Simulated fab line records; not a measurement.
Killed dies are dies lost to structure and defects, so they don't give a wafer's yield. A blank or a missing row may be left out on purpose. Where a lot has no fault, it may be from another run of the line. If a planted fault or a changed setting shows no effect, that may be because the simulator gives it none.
Problem report in the 8D (eight disciplines) form, filled by code + flow nandHarc + the parts of the form that need people (team, actions taken, sign-off) are left out

== 1. PROBLEM STATEMENT ==
Wafers without a fault read 83, standard deviation 29; rawDefectCount at NHARC_A_M0_INSPECT_11 reads a mean of 868 on 6 wafers belonging to 2 lots. That puts it +27 standard deviations away from the usual mean.
Seen first at day 25 22:41 on defectInspect-02, wafer L770.3. Wafers with a number at this step in the record: 18, from 6 lots. By rule, "out" or "out of limits" means more than 4 standard deviations away from the usual mean. The other wafers with a number count as sound.

== 2. WHAT IT IS; WHAT IT IS NOT ==
| question                    | is                     | is not                                                                                |
|-----------------------------|------------------------|---------------------------------------------------------------------------------------|
| which readings at this step | rawDefectCount         | -                                                                                     |
| which lots                  | L770, L772             | L777, L778, L780, L783                                                                |
| which wafers of those lots  | all that have a number | -                                                                                     |
| read on which gauges        | defectInspect-02       | defectInspect-01                                                                      |
| when                        | from day 25 22:41      | up to then (0 sound wafers); but 12 sound wafers of L777, L778, L780, L783 came after |

== 3. THE SUSPECTS, EACH WITH WHAT RULES IT OUT ==
Counting: any tool at a process step up to the reading is kept as a suspect provided that every lot that is out went through it and no sound lot did after the first of them.
- the gauge at NHARC_A_M0_INSPECT_11: kept. All the wafers that are out were read on defectInspect-02, and no step on other tools shows them out.
- rieDiel-13 at NHARC_A_BLC_STRIP_29 (strips in CF4): ruled out as a lasting fault. Sound lots L777, L783 ran on it after its first lot that is out, L770 (day 25 19:46).
- cmp-01 at NHARC_A_BLC_CMP_25 (polishes, t overpolish 30 s, target thk 150 nm): kept. It ran every lot that is out, first L770 (day 25 21:15), and no sound lot after that.
- pecvd-03 at NHARC_A_M0_DEP_00 (deposits SiOC, target thk 150 nm): ruled out as a lasting fault. Sound lots L778 ran on it after its first lot that is out, L770 (day 25 21:44).
Remaining after the count are cmp-01 at NHARC_A_BLC_CMP_25 and defectInspect-02 at NHARC_A_M0_INSPECT_11.

== 4. THE CAUSE (what the simulator had put in) ==
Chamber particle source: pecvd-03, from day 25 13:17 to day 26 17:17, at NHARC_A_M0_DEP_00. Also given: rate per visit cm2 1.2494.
Counting ruled it out, wrongly: the rule takes a fault to strike every lot that its tool runs from its start on, and this one did not.

== 5. SEQUENCE OF EFFECTS, ordered by route ==
One row per reading whose mean, taken over the struck wafers that have a number, lies over 3 standard deviations from the usual. Readings are gone through only where the record gives a usual standard deviation; hours: the median, over the lots, of the time from a lot's start at the first step in this table giving one to that lot's start at this step; sigmas: the change measured in usual standard deviations.
| hours | step                  | reading            | usual  | on struck wafers | change | sigmas |
|-------|-----------------------|--------------------|--------|------------------|--------|--------|
| 0     | NHARC_A_M0_INSPECT_11 | rawDefectCount     | 83     | 868              | +785   | +27    |
| 146   | NHARC_END_SORT_01     | defectLimitedYield | 92.3 % | 83.8             | -8.5   | -3.9   |
| 146   | NHARC_END_SORT_01     | killedAtArray      | 47     | 105              | +58    | +4.2   |
| 146   | NHARC_END_SORT_01     | killedDies         | 52     | 110              | +58    | +3.8   |
| 146   | NHARC_END_SORT_01     | sort_bin_2_pct     | 2.7 %  | 6.7              | +4.0   | +3.7   |
| 146   | NHARC_END_SORT_01     | sort_bin_3_pct     | 0.6 %  | 3.8              | +3.2   | +9.5   |
| 146   | NHARC_END_SORT_01     | sortNPass          | 625    | 567              | -58    | -3.8   |
| 146   | NHARC_END_SORT_01     | sortYieldPct       | 92.3 % | 83.8             | -8.5   | -3.9   |

== 6. HOW IT WOULD HAVE BEEN CAUGHT EARLIER ==
The first out-of-limits reading at a measuring or inspecting step in this record came at day 25 22:41, 9 hours after the fault's start at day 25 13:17.
